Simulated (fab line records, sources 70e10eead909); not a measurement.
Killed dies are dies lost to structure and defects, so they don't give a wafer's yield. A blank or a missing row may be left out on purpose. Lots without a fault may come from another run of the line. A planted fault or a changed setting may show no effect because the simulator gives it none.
Which tool did it? | flow nand_harc | 11 lots, 33 wafers sampled, at 5 steps of a route of 1302

WHAT THE GAUGES READ, wafer by wafer
NHARC_A_CHANNEL_HOLE_D2_CD_MEAS_18.
lot  | measured     | on        | cd_nm (nm)
L550 | day 14 07:14 | cd_sem-02 | 99.9 98.5 99.4
L551 | day 14 07:32 | cd_sem-01 | 97.0 98.9 97.5
L554 | day 16 12:07 | cd_sem-01 | 102.8 98.7 101.9
L556 | day 17 01:14 | cd_sem-01 | 97.5 98.9 99.1
L562 | day 19 18:50 | cd_sem-02 | 96.3 97.9 97.9
L564 | day 20 11:22 | cd_sem-02 | 99.7 100.4 99.3
L563 | day 20 13:25 | cd_sem-03 | 101.2 100.0 99.3
L568 | day 21 18:05 | cd_sem-03 | 102.2 99.1 99.8
L567 | day 21 21:58 | cd_sem-03 | 97.5 97.7 99.3
L566 | day 22 03:59 | cd_sem-01 | 99.7 99.1 98.2
L569 | day 22 05:42 | cd_sem-03 | 102.6 101.2 99.2

NHARC_END_SORT_01.
lot  | measured     | on        | killed_at_array | killed_at_other | killed_at_periphery | killed_dies | killed_open | killed_short
L550 | day 25 18:40 | prober-02 | 45 31 42        | 0 0 0           | 1 5 5               | 46 36 47    | 2 2 0       | 3 6 2
L551 | day 26 03:20 | prober-02 | 60 55 48        | 0 0 0           | 2 2 4               | 62 57 52    | 3 2 4       | 2 2 2
L554 | day 27 10:14 | prober-01 | 674 673 670     | 2 2 1           | 1 2 6               | 677 677 677 | 2 1 3       | 2 1 3
L556 | day 28 12:40 | prober-01 | 672 670 674     | 1 0 1           | 4 7 2               | 677 677 677 | 3 4 3       | 1 2 3
L562 | day 30 12:15 | prober-02 | 64 59 47        | 0 0 1           | 6 6 4               | 70 65 52    | 4 2 3       | 5 4 5
L564 | day 31 22:51 | prober-02 | 58 44 54        | 2 0 1           | 5 8 3               | 65 52 58    | 8 6 4       | 3 4 4
L563 | day 32 01:20 | prober-01 | 47 55 44        | 3 1 1           | 7 5 5               | 57 61 50    | 9 6 3       | 5 6 4
L568 | day 32 17:29 | prober-01 | 44 47 51        | 1 1 0           | 5 2 7               | 50 50 58    | 2 1 4       | 4 1 3
L567 | day 33 02:05 | prober-01 | 52 62 72        | 0 1 0           | 3 3 3               | 55 66 75    | 3 2 6       | 2 0 1
L566 | day 33 09:09 | prober-01 | 35 53 42        | 0 0 0           | 6 3 6               | 41 56 48    | 5 4 8       | 1 2 3
L569 | day 33 05:46 | prober-02 | 55 65 68        | 0 0 0           | 3 6 5               | 58 71 73    | 4 4 2       | 2 1 4

WHICH TOOL RAN EACH LOT (tool, then ch and the chambers of the sampled wafers, then the start)
lot  | NHARC_A_CHANNEL_HOLE_D2_ETCH_38    | NHARC_A_CHANNEL_HOLE_D2_ETCH_34               | NHARC_A_CHANNEL_HOLE_D2_ETCH_19
L550 | rie_diel-02 ch 1,2,3, day 14 06:13 | rie_diel-02 ch 1,3, day 14 07:14 or earlier   | har_etch-02 ch 0,1, day 14 07:19
L551 | rie_diel-05 ch 2,3, day 14 06:31   | rie_diel-05 ch 0,1, day 14 07:32 or earlier   | har_etch-01 ch 0,1, day 14 07:37
L554 | rie_diel-02 ch 0,2,3, day 16 11:05 | rie_diel-02 ch 0,2,3, day 16 12:07 or earlier | har_etch-01 ch 0,1, day 16 14:25
L556 | rie_diel-07 ch 1,3, day 17 00:11   | rie_diel-07 ch 0,2,3, day 17 01:14 or earlier | har_etch-01 ch 0,1, day 17 01:18
L562 | rie_diel-02 ch 0,2,3, day 19 17:49 | rie_diel-02 ch 0,1,2, day 19 18:50 or earlier | har_etch-01 ch 0,1, day 19 21:14
L564 | rie_diel-07 ch 0,1,3, day 20 10:21 | rie_diel-07 ch 0,1,3, day 20 11:22 or earlier | har_etch-02 ch 0,1, day 20 11:56
L563 | rie_diel-05 ch 0,3, day 20 12:23   | rie_diel-05 ch 0,1,3, day 20 13:25 or earlier | har_etch-01 ch 0,1, day 20 13:46
L568 | rie_diel-02 ch 0,1, day 21 17:05   | rie_diel-02 ch 0,2, day 21 18:05 or earlier   | har_etch-01 ch 0,1, day 21 18:10
L567 | rie_diel-05 ch 0,1, day 21 20:56   | rie_diel-05 ch 0,1, day 21 21:58 or earlier   | har_etch-01 ch 0,1, day 21 22:20
L566 | rie_diel-02 ch 1,2,3, day 22 02:58 | rie_diel-02 ch 1,2,3, day 22 03:59 or earlier | har_etch-01 ch 0,1, day 22 06:40
L569 | rie_diel-02 ch 0,1,2, day 22 04:41 | rie_diel-02 ch 0,2,3, day 22 05:42 or earlier | har_etch-02 ch 0,1, day 22 08:02
- NHARC_A_CHANNEL_HOLE_D2_ETCH_38: etches the open film in CF4, target depth 39 nm, time 65 s.
- NHARC_A_CHANNEL_HOLE_D2_ETCH_34: etches the open film in CF4/CHF3, target depth 154 nm, time 77 s.
- NHARC_A_CHANNEL_HOLE_D2_ETCH_19: etches the open film in C4F8/O2/Ar, time 34.5 s.

WHAT THE TOOLS THEMSELVES READ (means of the sampled wafers that have a number; where no wafer has one, the mark that the record gives instead)
NHARC_A_CHANNEL_HOLE_D2_ETCH_38.
lot  | tool        | bias_w (W) | cf4_flow_sccm (sccm) | drypump_motor_current_A (A) | oes_product_au (a.u.) | rf_vpp_V (V) | showerhead_plenum_p_Torr (Torr) | throttle_valve_pct (%)
L550 | rie_diel-02 | 99.8       | 150.2                | 5.8                         | 1.005                 | 150.9        | 1.77                            | 13.277
L551 | rie_diel-05 | 99.6       | 150.0                | 5.4                         | 1.003                 | 152.9        | 1.87                            | 13.290
L554 | rie_diel-02 | -          | -                    | -                           | -                     | -            | -                               | -
L556 | rie_diel-07 | -          | -                    | -                           | -                     | -            | -                               | -
L562 | rie_diel-02 | 99.9       | 149.7                | 5.6                         | 0.991                 | 151.7        | 1.79                            | 13.275
L564 | rie_diel-07 | 100.3      | 149.7                | 6.0                         | 0.996                 | 150.5        | 1.75                            | 13.277
L563 | rie_diel-05 | 99.8       | 150.7                | 6.2                         | 1.013                 | 152.9        | 1.81                            | 13.278
L568 | rie_diel-02 | 99.7       | 150.2                | 6.3                         | 0.999                 | 150.9        | 1.73                            | 13.284
L567 | rie_diel-05 | 100.3      | 149.6                | 5.9                         | 1.006                 | 153.0        | 1.83                            | 13.287
L566 | rie_diel-02 | 100.1      | 150.7                | 5.8                         | 1.001                 | 151.7        | 1.77                            | 13.287
L569 | rie_diel-02 | 100.2      | 149.9                | 5.9                         | 0.997                 | 150.9        | 1.74                            | 13.282

NHARC_A_CHANNEL_HOLE_D2_ETCH_34.
lot  | tool        | bias_w (W) | cf4_flow_sccm (sccm) | drypump_motor_current_A (A) | oes_product_au (a.u.) | rf_vpp_V (V) | showerhead_plenum_p_Torr (Torr) | throttle_valve_pct (%)
L550 | rie_diel-02 | 199.5      | 100.2                | 6.0                         | 0.973                 | 371.0        | 1.61                            | 16.806
L551 | rie_diel-05 | 199.7      | 100.2                | 6.1                         | 0.958                 | 371.9        | 1.62                            | 16.807
L554 | rie_diel-02 | 200.4      | 99.9                 | 5.6                         | 0.970                 | 371.3        | 1.60                            | 16.806
L556 | rie_diel-07 | 200.0      | 100.1                | 5.9                         | 0.966                 | 370.2        | 1.56                            | 16.796
L562 | rie_diel-02 | 200.1      | 100.0                | 5.9                         | 0.966                 | 369.9        | 1.55                            | 16.806
L564 | rie_diel-07 | 199.7      | 100.1                | 6.0                         | 0.946                 | 370.5        | 1.56                            | 16.811
L563 | rie_diel-05 | 200.5      | 100.0                | 6.0                         | 0.958                 | 373.2        | 1.63                            | 16.805
L568 | rie_diel-02 | 199.6      | 99.9                 | 5.7                         | 0.973                 | 369.9        | 1.58                            | 16.807
L567 | rie_diel-05 | 200.3      | 99.9                 | 5.9                         | 0.960                 | 372.6        | 1.64                            | 16.798
L566 | rie_diel-02 | 199.9      | 100.1                | 5.8                         | 0.970                 | 370.7        | 1.58                            | 16.800
L569 | rie_diel-02 | 200.2      | 99.9                 | 5.6                         | 0.985                 | 371.3        | 1.60                            | 16.799

NHARC_A_CHANNEL_HOLE_D2_ETCH_19.
lot  | tool        | bias_v (V) | c4f8_flow_sccm (sccm) | drypump_motor_current_A (A) | showerhead_plenum_p_Torr (Torr) | throttle_valve_pct (%)
L550 | har_etch-02 | 1202       | 28.89                 | 6.6                         | 3.54                            | 37.041
L551 | har_etch-01 | 1196       | 28.78                 | 5.9                         | 3.69                            | 37.034
L554 | har_etch-01 | 1202       | 28.83                 | 5.7                         | 3.62                            | 37.032
L556 | har_etch-01 | 1199       | 28.83                 | 5.9                         | 3.67                            | 37.048
L562 | har_etch-01 | 1192       | 28.71                 | 5.7                         | 3.58                            | 37.037
L564 | har_etch-02 | 1202       | 28.87                 | 6.6                         | 3.96                            | 37.036
L563 | har_etch-01 | 1198       | 28.73                 | 5.8                         | 3.64                            | 37.040
L568 | har_etch-01 | 1185       | 28.78                 | 5.7                         | 3.57                            | 37.036
L567 | har_etch-01 | 1194       | 28.78                 | 5.7                         | 3.57                            | 37.042
L566 | har_etch-01 | 1191       | 28.81                 | 5.7                         | 3.57                            | 37.049
L569 | har_etch-02 | 1207       | 28.82                 | 6.4                         | 3.94                            | 37.034

THE ANSWER, worked out from the rows above alone
Rule: what is usual is taken from the lots themselves. Put in order of their means at a reading, lots are off if they are a third of the lots or fewer, leave a main group of 4 or more, and stand apart from it by a gap of 3 or more times the standard deviation of the main group's means; of several such gaps the widest counts. A main group whose means are all the same, to the digits that the tables above print for the reading, isn't used. A lot without any number at a reading at which 4 lots or more have one is off too. The other lots that the step has rows for count as sound. The gauges are gone through in route order, then the tools' own readings, and for those a lot's mean is taken as printed above. The first step at which some lot is off is used, and at that step the reading that is off furthest; a lot without a number counts as furthest.
Off: L554, L556, at NHARC_END_SORT_01 (killed_dies). The main group: mean 57, standard deviation 7.4.
A tool fits if, at a process step before that reading, it ran every lot that is off, and no sound lot after the first of them. The gauges at NHARC_END_SORT_01 aren't tried: what is off there is off at NHARC_A_CHANNEL_HOLE_D2_ETCH_38 too, on other tools, and a gauge's error can't cause that. NHARC_A_CHANNEL_HOLE_D2_ETCH_34 gives no start for some lots, so the hours and the order of its lots are those of NHARC_A_CHANNEL_HOLE_D2_CD_MEAS_18. None of those tried fits.

WHAT THE SIMULATOR HAD PUT IN
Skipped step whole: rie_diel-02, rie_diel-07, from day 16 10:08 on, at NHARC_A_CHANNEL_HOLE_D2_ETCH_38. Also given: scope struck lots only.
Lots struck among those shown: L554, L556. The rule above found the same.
